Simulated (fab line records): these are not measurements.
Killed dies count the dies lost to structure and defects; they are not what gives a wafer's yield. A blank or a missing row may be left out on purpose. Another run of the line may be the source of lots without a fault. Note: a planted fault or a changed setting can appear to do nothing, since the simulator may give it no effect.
2 desks, one fault + flow n5 finfet + each desk has only its own numbers; what lay behind them comes last

== AT THE METROLOGY DESK ==
What the gauges read, lot by lot, whatever tool the lot ran on: means of the sampled wafers that have a number. The brackets show how far a lot's mean lies from the usual mean; more than 4 standard deviations puts the lot out of limits, marked OUT. 7 of its 12 readings are shown, namely those furthest out on some lot.
Columns: A = cd nm at N5_BEOL_M3_CD_MEAS_28, usual 25.74 nm; B = DIBL_N at N5_BEOL_M4_RC_MEAS_101, usual 36.3 mV/V; C = IOFF_N at N5_BEOL_M4_RC_MEAS_101, usual 0.16 nA/um; D = ION_N at N5_BEOL_M4_RC_MEAS_101, usual 675 uA/um; E = SS_N at N5_BEOL_M4_RC_MEAS_101, usual 71.5 mV/dec; F = SS_P at N5_BEOL_M4_RC_MEAS_101, usual 73.3 mV/dec; G = VT_N at N5_BEOL_M4_RC_MEAS_101, usual 250 mV
| lot  | first seen here | A     | B    | C    | D   | E    | F    | G   |
|------|-----------------|-------|------|------|-----|------|------|-----|
| L667 | day 7 19:11     | 26.08 | 36.0 | 0.17 | 687 | 71.1 | 74.3 | 247 |
| L671 | day 9 00:49     | 25.88 | 38.6 | 0.19 | 675 | 71.6 | 73.0 | 249 |
| L674 | day 9 10:24     | 25.62 | 34.5 | 0.13 | 668 | 71.3 | 72.9 | 254 |
| L678 | day 12 03:07    | 25.76 | 37.1 | 0.16 | 681 | 72.3 | 73.1 | 250 |
| L684 | day 12 04:46    | 25.38 | 36.0 | 0.16 | 686 | 71.5 | 73.2 | 247 |
| L682 | day 12 09:42    | 25.85 | 39.3 | 0.20 | 697 | 72.1 | 74.0 | 246 |
| L683 | day 12 17:29    | 25.84 | 36.5 | 0.18 | 678 | 71.9 | 73.8 | 247 |
| L686 | day 12 21:23    | 25.63 | 35.5 | 0.14 | 675 | 72.0 | 72.6 | 252 |
| L687 | day 13 15:02    | 25.76 | 36.5 | 0.15 | 667 | 71.1 | 73.5 | 251 |
This desk found nothing out of limits on any of the 9 lots.

== AT THE TOOL OWNER'S DESK: rie diel-06 ==
The tool's own readings at N5_BEOL_M3_VIA_ETCH_34 (etches the open film in C4F6/O2, target depth 69.4 nm, time 65.9 s): means of the sampled wafers that have a number, for each lot that ran on this tool. The brackets show how far a lot's mean lies from the usual mean; more than 4 standard deviations puts the lot out of limits, marked OUT.
Columns: A = bias w at N5_BEOL_M3_VIA_ETCH_34, usual 170.0 W; B = drypump motor current A at N5_BEOL_M3_VIA_ETCH_34, usual 5.6 A; C = oes product au at N5_BEOL_M3_VIA_ETCH_34, usual 0.77 a.u.; D = rf vpp V at N5_BEOL_M3_VIA_ETCH_34, usual 672 V; E = showerhead plenum p Torr at N5_BEOL_M3_VIA_ETCH_34, usual 2.87 Torr; F = throttle valve pct at N5_BEOL_M3_VIA_ETCH_34, usual 30.89 %
| lot  | first seen here | A               | B   | C    | D   | E    | F     |
|------|-----------------|-----------------|-----|------|-----|------|-------|
| L667 | day 7 22:47     | 170.3           | 6.1 | 0.80 | 659 | 2.92 | 30.38 |
| L674 | day 9 10:55     | 169.9           | 5.8 | 0.80 | 663 | 2.82 | 30.75 |
| L678 | day 12 03:43    | 181.4 (+23) OUT | 6.1 | 0.78 | 694 | 2.91 | 30.41 |
Finding of this desk: L678 out of limits; the first was L678 at day 12 03:43, on bias w at N5_BEOL_M3_VIA_ETCH_34. Within limits: L667, L674.

== ALL TOGETHER ==
On L678, at day 12 03:43, an alarm was possible from the tool owner's desk.
At the metrology desk, nothing out of limits was observed.
The metrology desk has L678 on record, within its limits.
All the named lots went through N5_BEOL_M3_VIA_ETCH_34 on rie diel-06.

== WHAT THE SIMULATOR HAD INSERTED ==
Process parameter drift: rie diel-06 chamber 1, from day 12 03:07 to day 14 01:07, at N5_BEOL_M3_VIA_ETCH_34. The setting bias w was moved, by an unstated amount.
Shown lots that were struck: L678.
Each desk's first reading out of limits, in hours after the fault started: the tool owner's desk, 1.
